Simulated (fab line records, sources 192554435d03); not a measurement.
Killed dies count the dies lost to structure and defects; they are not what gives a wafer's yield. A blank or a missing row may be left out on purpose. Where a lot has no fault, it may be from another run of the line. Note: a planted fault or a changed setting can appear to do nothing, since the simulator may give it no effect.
Split-lot experiment ; flow n5_finfet ; route with 1938 steps; 7 lots, 39 wafers read

== ON THE SPLIT ==
At N5_PASSIVATION_AL_DEP_21 (deposits Al, target thk 2800 nm, time 170 s), the setting time_s was moved away from the recipe's 170 s on 15 of the 39 wafers read, by -59.1% to +48.2%. This setting was run at the recipe's value on the other wafers.

== FROM THE SPLIT TO THE READING: what the file shows between them, 3 steps ==
- N5_PASSIVATION_HMDS_23: time 60 s
- N5_PASSIVATION_COAT_24
- N5_PASSIVATION_DESCUM_32: chemistry O2, time 7.9 s

== THE READING ==
oes_product_au, in a.u., at N5_PASSIVATION_AL_ETCH_33 (etches Al in Cl2/BCl3, stops on TaN, target depth 2800 nm, time 466.7 s). Typical for fault-free wafers on this fab line: 0.71 a.u., with standard deviation 0.072 a.u.

wafer;tool, chamber at the split;time_s as run, s;against the recipe;oes_product_au, a.u.;against lot-mates on the recipe
L075.1;pvd_sputter-03, -;127.1;-25.2%;0.48;-0.08
L075.2;pvd_sputter-03, -;170;recipe;0.55;-
L075.3;pvd_sputter-03, -;170;recipe;0.59;-
L075.4;pvd_sputter-03, -;127.1;-25.2%;0.46;-0.10
L075.5;pvd_sputter-03, -;127.1;-25.2%;0.48;-0.08
L075.6;pvd_sputter-03, -;170;recipe;0.55;-
L079.4;pvd_sputter-01, -;170;recipe;0.57;-
L079.5;pvd_sputter-01, -;170;recipe;0.55;-
L079.6;pvd_sputter-01, -;170;recipe;0.58;-
L076.1;pvd_sputter-01, -;170;recipe;0.71;-
L076.2;pvd_sputter-01, -;252;+48.2%;0.86;+0.14
L076.3;pvd_sputter-01, -;170;recipe;0.74;-
L076.4;pvd_sputter-01, -;170;recipe;0.70;-
L076.5;pvd_sputter-01, -;252;+48.2%;0.85;+0.13
L076.6;pvd_sputter-01, -;252;+48.2%;0.76;+0.04
L088.1;pvd_sputter-01, -;223.1;+31.2%;0.83;+0.11
L088.2;pvd_sputter-01, -;170;recipe;0.68;-
L088.3;pvd_sputter-01, -;170;recipe;0.74;-
L088.4;pvd_sputter-01, -;223.1;+31.2%;0.74;+0.02
L088.5;pvd_sputter-01, -;223.1;+31.2%;0.75;+0.03
L088.6;pvd_sputter-01, -;170;recipe;0.74;-
L086.1;pvd_sputter-02, -;170;recipe;0.71;-
L086.2;pvd_sputter-02, -;231.3;+36.1%;0.81;+0.10
L086.3;pvd_sputter-02, -;170;recipe;0.72;-
L086.4;pvd_sputter-02, -;231.3;+36.1%;0.80;+0.09
L086.5;pvd_sputter-02, -;170;recipe;0.71;-
L086.6;pvd_sputter-02, -;231.3;+36.1%;0.82;+0.11
L092.1;pvd_sputter-02, -;170;recipe;0.86;-
L092.2;pvd_sputter-02, -;170;recipe;0.81;-
L092.3;pvd_sputter-02, -;170;recipe;0.87;-
L092.4;pvd_sputter-02, -;170;recipe;0.83;-
L092.5;pvd_sputter-02, -;170;recipe;0.82;-
L092.6;pvd_sputter-02, -;170;recipe;0.86;-
L096.1;pvd_sputter-02, -;69.5;-59.1%;0.44;-0.29
L096.2;pvd_sputter-02, -;170;recipe;0.70;-
L096.3;pvd_sputter-02, -;69.5;-59.1%;0.41;-0.32
L096.4;pvd_sputter-02, -;170;recipe;0.74;-
L096.5;pvd_sputter-02, -;170;recipe;0.74;-
L096.6;pvd_sputter-02, -;69.5;-59.1%;0.41;-0.32

FIT RESULTS
A straight line over all 39 wafers: oes_product_au changes by +0.00401 a.u. for each +1% of time_s; r = +0.75; the points scatter about the line by 0.093 a.u.
The same after taking each lot's own level away (the mean of its wafers on the recipe; 39 wafers): +0.00358 a.u. for each +1%; r = +0.92; scatter 0.04 a.u.
According to that fit, moving time_s by its largest amount changes the reading by 0.21 a.u.
The span of the lots' own levels, 0.563 to 0.842 a.u., comes to 3.9 times the standard deviation stated above.
So the lot-to-lot level blurs the effect unless lot-mates are compared.
Check: -0.22 a.u. against its lot-mates is what the line predicts for one of the wafers moved furthest among these (-59.1%) when that wafer is left out of the fit. Against them it came out at -0.287 a.u.

== THE WHOLE CHAIN: every reading that the file lists as answering this split, in the file's order ==
step;what it does;reading;change (the file's fit);r (the file's)
N5_PASSIVATION_AL_DEP_21;deposits Al, target thk 2800 nm, time 170 s;Al_of_PASSIVATION_AL_DEP_21.thk_nm (the simulator's own value, which no gauge read);+28 nm for each +1% of the setting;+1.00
N5_PASSIVATION_AL_ETCH_33;etches Al in Cl2/BCl3, stops on TaN, target depth 2800 nm, time 466.7 s;oes_product_au;+0.00353 a.u. for each +1% of the setting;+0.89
N5_PASSIVATION_ETCH_59;etches TaN in Cl2/BCl3, target depth 65 nm, time 34.9 s;oes_product_au;not straight: 0.81 at the lowest setting, 0.80 at the recipe, 0.22 at the highest;not given

== THE FILE'S OWN FIT ==
oes_product_au changes by +0.00353 a.u. for each +1% of time_s, r = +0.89.
